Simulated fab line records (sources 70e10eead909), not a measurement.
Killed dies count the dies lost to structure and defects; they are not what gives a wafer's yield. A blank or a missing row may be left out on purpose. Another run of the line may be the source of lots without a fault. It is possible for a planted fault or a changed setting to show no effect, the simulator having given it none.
Which tool is to blame?    flow nand-harc    12 lots with 36 wafers sampled at 2 steps, on a route of 1302 steps

## WHAT THE GAUGES SHOWED, per wafer
NHARC_A_M1_OVL_MEAS_10: pitch 240 nm.
lot   measured      on          overlay-x-nm (nm)
L075  day 23 12:57  overlay-02  -0.5 -0.8 -0.5
L078  day 24 04:14  overlay-01  0.3 0.0 0.0
L079  day 24 07:46  overlay-02  1.2 1.0 1.0
L080  day 25 22:13  overlay-01  0.4 0.8 0.2
L084  day 26 19:58  overlay-02  -0.2 -0.3 -0.2
L086  day 27 10:50  overlay-02  0.2 0.2 0.2
L087  day 28 00:22  overlay-01  0.9 0.4 0.3
L091  day 29 08:01  overlay-02  0.9 1.2 0.9
L088  day 29 12:19  overlay-01  -1.0 -1.1 -0.8
L094  day 30 23:31  overlay-01  0.1 0.2 0.1
L095  day 31 05:48  overlay-01  0.3 -0.2 0.3
L097  day 33 05:12  overlay-02  0.3 0.1 0.3

## TOOL THAT RAN EACH LOT (tool first, then ch and the chambers of the sampled wafers, then the start)
lot   NHARC_A_BLC_DEGAS_30
L075  pvd-sputter-02, day 23 06:41
L078  pvd-sputter-01, day 23 21:55
L079  pvd-sputter-03, day 24 00:46
L080  pvd-sputter-02, day 25 15:12
L084  pvd-sputter-03, day 26 13:19
L086  pvd-sputter-02, day 27 04:31
L087  pvd-sputter-03, day 27 17:52
L091  pvd-sputter-03, day 29 01:44
L088  pvd-sputter-01, day 29 06:01
L094  pvd-sputter-01, day 30 17:01
L095  pvd-sputter-01, day 30 23:00
L097  pvd-sputter-03, day 32 22:53
- NHARC_A_BLC_DEGAS_30: time 60 s.

## THE ANSWER, worked out from the rows above alone
Rule: usual is defined by the lots themselves. The widest of any qualifying gaps counts: lots, ordered by their means at a reading, are off when they make up no more than a third of the lots, leave a main group of 4 or more, and stand apart from it by 3 or more times the standard deviation of that group's means. Not used: any main group whose means are identical at the precision the tables above print for the reading. A lot without any number at a reading at which 4 lots or more have one is off too. The other lots that the step has rows for count as sound.
None of the lots is off at any reading shown; this tells nothing.

## WHAT THE SIMULATOR HAD PUT IN
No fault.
